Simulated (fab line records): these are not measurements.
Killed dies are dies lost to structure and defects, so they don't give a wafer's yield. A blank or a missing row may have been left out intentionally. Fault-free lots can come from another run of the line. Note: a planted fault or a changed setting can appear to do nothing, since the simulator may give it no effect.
Split-lot study ; flow n5Finfet ; 21 wafers read across 7 lots, on a route 1938 steps long

THE SPLIT
At N5_BEOL_M5_COAT_71 (time 60 s, resist thk 5 nm), the setting spinRpm was moved away from the recipe's 1500 rpm on 9 of the 21 wafers read, by -3.1% to +8.7%. For the rest of the wafers, this setting stayed at what the recipe calls for.

FROM THE SPLIT TO THE READING: what the file shows between them, 3 steps
- N5_BEOL_M5_COAT_05: resist thk 30 nm
- N5_BEOL_M5_EBR_07
- N5_BEOL_M5_DESCUM_16: chemistry O2, time 7 s

THE READING
etch.depthNm (the simulator's own value, which no gauge read), in nm, at N5_BEOL_M5_ETCH_72 (etches underlayer in N2/H2, target depth 6.5 nm, time 5.2 s). No usual value for it is given in the file. The 12 wafers here that ran the recipe average 5.012 nm, standard deviation 0.019 nm.

wafer;tool, chamber at the split;spinRpm as run, rpm;against the recipe;etch.depthNm, nm;against lot-mates on the recipe
L077.1;lithoTrack-04, 0;1550;+3.3%;4.945;-0.092
L077.3;lithoTrack-04, 0;1500;recipe;5.037;-
L077.4;lithoTrack-04, 0;1550;+3.3%;4.943;-0.094
L078.1;lithoTrack-05, 0;1500;recipe;5.015;-
L078.2;lithoTrack-05, 0;1500;recipe;5.03;-
L078.4;lithoTrack-05, 0;1500;recipe;5.019;-
L079.1;lithoTrack-04, 0;1500;recipe;5.04;-
L079.2;lithoTrack-04, 0;1586;+5.7%;4.891;-0.146
L079.6;lithoTrack-04, 0;1500;recipe;5.033;-
L082.2;lithoTrack-05, 0;1500;recipe;4.994;-
L082.4;lithoTrack-05, 0;1500;recipe;4.987;-
L082.5;lithoTrack-05, 0;1500;recipe;4.996;-
L083.1;lithoTrack-01, 0;1500;recipe;4.985;-
L083.2;lithoTrack-01, 0;1453;-3.1%;5.068;+0.083
L083.6;lithoTrack-01, 0;1453;-3.1%;5.088;+0.103
L087.1;lithoTrack-05, 0;1500;recipe;4.993;-
L087.2;lithoTrack-05, 0;1631;+8.7%;4.793;-0.200
L087.4;lithoTrack-05, 0;1631;+8.7%;4.807;-0.186
L089.1;lithoTrack-04, 0;1543;+2.9%;4.948;-0.069
L089.2;lithoTrack-04, 0;1500;recipe;5.017;-
L089.4;lithoTrack-04, 0;1543;+2.9%;4.94;-0.077

THE FIT
A straight line over all 21 wafers: etch.depthNm changes by -0.0232 nm for each +1% of spinRpm; r = -0.98; the points scatter about the line by 0.017 nm.
The same after taking each lot's own level away (the mean of its wafers on the recipe; 21 wafers): -0.0241 nm for each +1%; r = -0.99; scatter 0.011 nm.
According to that fit, moving spinRpm by its largest amount changes the reading by 0.21 nm.
The lots' own levels span 4.9850 to 5.0370 nm, that is 2.7 times the standard deviation above.
So the lot-to-lot level changes the slope little: the two slopes agree.
Check: for one of the wafers moved furthest among these (+8.7%), held out of the fit, the line's prediction against its lot-mates is -0.213 nm. It came out at -0.2 nm against them.

FURTHER SPLITS ON THESE WAFERS
Before the reading, these wafers also passed through other splits. Each is held against what the fit with the lots' levels taken away leaves over:
other split on the same wafers;wafers away from the commonest value;r with etch.depthNm (lot level and that fit taken away)
N5_BEOL_M4_COAT_22 spinRpm;8;+0.25
N5_BEOL_M4_DESCUM_33 timeS;8;-0.19
N5_BEOL_M5_COAT_59 spinRpm;11;-0.49

FILE'S OWN FIT
etch.depthNm changes by -0.0241 nm for each +1% of spinRpm, r = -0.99.
